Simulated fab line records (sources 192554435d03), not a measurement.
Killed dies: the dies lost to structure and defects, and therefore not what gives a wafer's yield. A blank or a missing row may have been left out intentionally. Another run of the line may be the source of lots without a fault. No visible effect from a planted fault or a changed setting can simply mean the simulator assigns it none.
Comparing a struck lot with a sound one    flow n5-finfet    14 steps out of a route of 1938
Sound: the wafers L230.1, L230.3, L230.4. Struck: wafers L234.2, L234.6 (left out: L234.4, a lot-mate that was not struck); the cause follows at the end.
For every step that has rows: the tool of each side, followed by ch and its chambers, followed by its first start. Under that, the readings that differ: sound wafers    struck wafers    difference of the means    sigmas: that difference in standard deviations of wafers without a fault.
alike: a reading whose means differ by less than 2 such deviations, as well as words and numbers matching on both sides. not compared: withheld readings; readings where some wafer has no value; bounds like >300 that might hide an equal value; numbers whose values overlap and for which the record gives no deviation.
Wherever a step has rows on one side only, a row that says differs or no value, or a row with sigmas, the two part there. Numbers that don't overlap but have no deviation are shown without sigmas and don't part them. Lack of a reading on every wafer of one side parts them only where that side has two or more wafers.

first, 5 steps without rows for these wafers: N5_BEOL_M11_EBR_24; N5_BEOL_M11_SOFTBAKE_23 (time 60 s); N5_BEOL_M11_EXPOSE_25 (exposes mask V10); N5_BEOL_M11_PEB_26 (peb time 60 s); N5_BEOL_M11_DEVELOP_27 (develop time 30 s).
N5_BEOL_M11_CD_MEAS_28 targets a cd of 70 nm.
  sound on cd-sem-01 ch 0, day 12 05:53; struck on cd-sem-01 ch 0, day 13 14:19
  alike: cd-nm
N5_BEOL_M11_OVL_MEAS_29:
  sound on overlay-01 ch 0, day 12 05:55; struck on overlay-01 ch 0, day 13 14:21
  alike: V10_OVL
N5_BEOL_M11_INSPECT_30: inspects for defects (brightfield).
  sound: defect-inspect-01 at day 12 05:56; struck: defect-inspect-02 at day 13 14:22
  alike: raw-defect-count
N5_BEOL_M11_DESCUM_33: chemistry O2, time 7.9 s.
  sound on rie-diel-03 ch 0,1,3, day 12 06:04; struck on rie-diel-03 ch 0,3, day 13 14:47
  alike: drypump-motor-current-A, oes-product-au, rf-vpp-V, showerhead-plenum-p-Torr, throttle-valve-pct
  not compared: rf-hours-counter-h
N5_BEOL_M11_ETCH_65: etches SiARC in CF4, target depth 39 nm, time 65 s.
  sound on rie-diel-03 ch 0,1,3, day 12 06:06; struck on rie-diel-03 ch 0,3, day 13 14:49
  alike: drypump-motor-current-A, etch-rf-on-time-s, oes-product-au, rf-vpp-V, showerhead-plenum-p-Torr, throttle-valve-pct
  not compared: rf-hours-counter-h
N5_BEOL_M11_ETCH_66: etches SOC in N2/H2, target depth 120 nm, overetch 24 nm, time 180 s.
  sound on rie-diel-03 ch 0,1,3, day 12 06:09; struck on rie-diel-03 ch 0,3, day 13 14:52
  alike: drypump-motor-current-A, h2-flow-sccm, oes-product-au, rf-vpp-V, run-length-s, showerhead-plenum-p-Torr, throttle-valve-pct
  not compared: rf-hours-counter-h
then, 1 step without rows for these wafers: N5_BEOL_M11_STRIP_69 (strips in N2/H2).
N5_BEOL_M11_VIA_ETCH_34: etches SiCOH lowk in C4F6/O2, target depth 184.5 nm, time 69.2 s.
  sound on rie-diel-03 ch 0,1,3, day 12 06:17; struck on rie-diel-03 ch 0,3, day 13 14:59
reading                                    sound            struck     difference  sigmas
run-length-s (s)                           92.7 93.1 93.5   99.1 98.3  +5.6        +16
model.etch.depth-nm (nm)                   183 180.8 180.9  197 198.7  +16         
model.SOC_of_BEOL_M11_COAT_63.thk-nm (nm)  92.6 92.2 92.6   91.2 91.2  -1.3        
  alike: C4F6_flow_sccm, drypump-motor-current-A, oes-product-au, rf-vpp-V, showerhead-plenum-p-Torr, throttle-valve-pct
  not compared: rf-hours-counter-h
then, 1 step without rows for these wafers: N5_BEOL_M11_STRIP_73 (strips in C4F6/O2).

## WHERE THEY PART
N5_BEOL_M11_VIA_ETCH_34 only, going by this record.

WHY: the cause the simulator had injected
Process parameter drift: rie-diel-03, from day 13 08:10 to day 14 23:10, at N5_BEOL_M11_VIA_ETCH_34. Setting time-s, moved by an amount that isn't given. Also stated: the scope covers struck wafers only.
